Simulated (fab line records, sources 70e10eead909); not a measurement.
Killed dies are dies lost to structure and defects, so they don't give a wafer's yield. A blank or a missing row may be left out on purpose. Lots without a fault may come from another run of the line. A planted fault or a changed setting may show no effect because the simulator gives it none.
Which tool did it? | flow nand_harc | 6 lots, 18 wafers sampled, at 1 step of a route of 1302

WHAT THE GAUGES READ, wafer by wafer
NHARC_A_CONTACT_OVL_MEAS_70.
lot  | measured     | on         | overlay_x_nm (nm)
L306 | day 22 15:14 | overlay-01 | 0.0 0.4 0.6
L308 | day 23 23:03 | overlay-01 | -0.5 -0.5 -0.1
L312 | day 26 05:41 | overlay-02 | -2.0 -1.1 -1.0
L314 | day 27 05:09 | overlay-01 | 0.8 1.3 0.6
L316 | day 28 05:25 | overlay-02 | 0.3 0.4 0.0
L325 | day 31 09:49 | overlay-01 | 1.0 0.6 1.2

WHICH TOOL RAN EACH LOT (tool, then ch and the chambers of the sampled wafers, then the start)
The record holds no process step before these readings.

THE ANSWER, worked out from the rows above alone
Rule: what is usual is taken from the lots themselves. Put in order of their means at a reading, lots are off if they are a third of the lots or fewer, leave a main group of 4 or more, and stand apart from it by a gap of 3 or more times the standard deviation of the main group's means; of several such gaps the widest counts. A main group whose means are all the same, to the digits that the tables above print for the reading, isn't used. A lot without any number at a reading at which 4 lots or more have one is off too. The other lots that the step has rows for count as sound.
No lot is off at any reading shown: from this, nothing can be told.

WHAT THE SIMULATOR HAD PUT IN
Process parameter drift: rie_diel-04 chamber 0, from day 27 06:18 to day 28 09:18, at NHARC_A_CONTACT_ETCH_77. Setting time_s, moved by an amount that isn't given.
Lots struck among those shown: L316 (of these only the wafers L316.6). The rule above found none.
